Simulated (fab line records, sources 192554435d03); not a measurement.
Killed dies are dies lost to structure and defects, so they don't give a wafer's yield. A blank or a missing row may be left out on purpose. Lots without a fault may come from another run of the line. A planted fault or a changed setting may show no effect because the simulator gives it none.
Split-lot experiment | flow n5_finfet | 7 lots, 21 wafers read, on a route of 1938 steps

THE SPLIT
At N5_BEOL_M10_PECVD_70 (deposits SiO2 from TEOS/O2, target thk 20 nm, time 22.7 s), the setting temp_c was moved away from the recipe's 400 C on 5 of the 21 wafers read, by -4.5% to -1.9%. The other wafers ran this setting at the recipe's value.

FROM THE SPLIT TO THE READING: what the file shows between them, 15 steps
- N5_BEOL_M10_EXPOSE_08: exposes mask M10 (also split here: dose_mj)
- N5_BEOL_M10_PEB_09: peb time 60 s
- N5_BEOL_M10_DEVELOP_10: develop time 30 s
- N5_BEOL_M10_CD_MEAS_11: target cd 64.1 nm
- N5_BEOL_M10_DESCUM_16: chemistry O2, time 7.9 s
- N5_BEOL_M10_ETCH_61: etches SiARC in CF4, target depth 39 nm, time 65 s
- N5_BEOL_M10_ETCH_62: etches SOC in N2/H2, target depth 110 nm, overetch 22 nm, time 165 s
- N5_BEOL_M10_STRIP_68: strips in N2/H2
- N5_BEOL_M10_STRIP_67: strips in CF4
- N5_BEOL_M10_HM_OPEN_17: chemistry Cl2/BCl3, target TiN, target depth 20 nm, overetch 6 nm
- N5_BEOL_M10_STRIP_19: strips in O2
- N5_BEOL_M10_CD_MEAS_18: pitch 140 nm, target cd 70 nm
- N5_BEOL_M10_COAT_63: time 60 s, resist thk 100 nm
- N5_BEOL_M10_COAT_64: time 60 s, resist thk 30 nm
- N5_BEOL_M10_STRIP_77: strips in N2/H2, time 10 s

THE READING
SiO2_of_BEOL_M10_PECVD_70.thk_nm (the simulator's own value, which no gauge read), in nm, at N5_BEOL_M10_HM_STRIP_39 (strips TiN in peroxide tin strip, target depth 25 nm, time 158 s). The file gives no usual value for it. The 16 wafers here that ran the recipe average 19.8 nm, standard deviation 0.32 nm.

wafer  | tool, chamber at the split | temp_c as run, C | against the recipe | SiO2_of_BEOL_M10_PECVD_70.thk_nm, nm | against lot-mates on the recipe
L074.3 | pecvd-02, 1                | 400              | recipe             | 19.6                                 | -
L074.4 | pecvd-02, 2                | 389.1            | -2.7%              | 21.6                                 | +2.0
L074.6 | pecvd-02, 0                | 389.1            | -2.7%              | 21.2                                 | +1.6
L075.1 | pecvd-04, 1,2              | 400              | recipe             | 19.4                                 | -
L075.3 | pecvd-04, 1,2              | 400              | recipe             | 19.4                                 | -
L075.4 | pecvd-04, 1                | 392.3            | -1.9%              | 20.6                                 | +1.2
L077.1 | pecvd-02, 2                | 400              | recipe             | 19.6                                 | -
L077.3 | pecvd-02, 0                | 400              | recipe             | 19.4                                 | -
L077.6 | pecvd-02, 1                | 400              | recipe             | 19.8                                 | -
L085.2 | pecvd-02, 2                | 400              | recipe             | 20.2                                 | -
L085.4 | pecvd-02, 2                | 400              | recipe             | 20.2                                 | -
L085.3 | pecvd-02, 1                | 400              | recipe             | 19.4                                 | -
L086.2 | pecvd-03, 1,2              | 400              | recipe             | 19.8                                 | -
L086.5 | pecvd-03, 1,2              | 400              | recipe             | 19.8                                 | -
L086.3 | pecvd-03, 0                | 400              | recipe             | 19.6                                 | -
L089.1 | pecvd-02, 2                | 382.1            | -4.5%              | 22                                   | +1.6
L089.4 | pecvd-02, 2                | 400              | recipe             | 20.4                                 | -
L089.6 | pecvd-02, 0                | 382.1            | -4.5%              | 22.4                                 | +2.0
L093.1 | pecvd-03, 0                | 400              | recipe             | 19.6                                 | -
L093.5 | pecvd-03, 1                | 400              | recipe             | 20.2                                 | -
L093.6 | pecvd-03, 2                | 400              | recipe             | 20                                   | -
Where a row lists several chambers, the file gives one row for several wafers and doesn't say which wafer went through which chamber.

THE FIT
A straight line over all 21 wafers: SiO2_of_BEOL_M10_PECVD_70.thk_nm changes by -0.549 nm for each +1% of temp_c; r = -0.94; the points scatter about the line by 0.32 nm.
The same after taking each lot's own level away (the mean of its wafers on the recipe; 21 wafers): -0.473 nm for each +1%; r = -0.93; scatter 0.3 nm.
On that fit, the largest move of temp_c shifts the reading by 2.1 nm.
The lots' own levels span 19.40 to 20.40 nm, that is 3.1 times the standard deviation above.
So the lot-to-lot level changes the slope: the two fits differ.
Check: with one of the wafers moved furthest among these (-4.5%) left out of the fit, the line predicts +2.44 nm for it against its lot-mates. It came out at +1.6 nm against them.

OTHER SPLITS ON THESE WAFERS
These wafers also went through other splits before the reading. Each is held against what the fit with the lots' levels taken away leaves over:
other split on the same wafers     | wafers away from the commonest value | r with SiO2_of_BEOL_M10_PECVD_70.thk_nm (lot level and that fit taken away)
N5_BEOL_M9_ILD_DEP_00 time_s       | 6                                    | -0.06
N5_BEOL_M9_COAT_05 spin_rpm        | 10                                   | -0.04
N5_BEOL_M9_TRENCH_ETCH_37 source_w | 11                                   | +0.45
N5_BEOL_M10_EXPOSE_08 dose_mj      | 7                                    | -0.15

THE WHOLE CHAIN: every reading that the file lists as answering this split, in the file's order
step                    | what it does                                                     | reading                                                                           | change (the file's fit)               | r (the file's)
N5_BEOL_M10_PECVD_70    | deposits SiO2 from TEOS/O2, target thk 20 nm, time 22.7 s        | SiO2_of_BEOL_M10_PECVD_70.thk_nm (the simulator's own value, which no gauge read) | -0.524 nm for each +1% of the setting | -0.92
N5_BEOL_M10_HM_STRIP_39 | strips TiN in peroxide tin strip, target depth 25 nm, time 158 s | SiO2_of_BEOL_M10_PECVD_70.thk_nm (the simulator's own value, which no gauge read) | -0.49 nm for each +1% of the setting  | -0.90

THE FILE'S OWN FIT
SiO2_of_BEOL_M10_PECVD_70.thk_nm changes by -0.49 nm for each +1% of temp_c, r = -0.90.
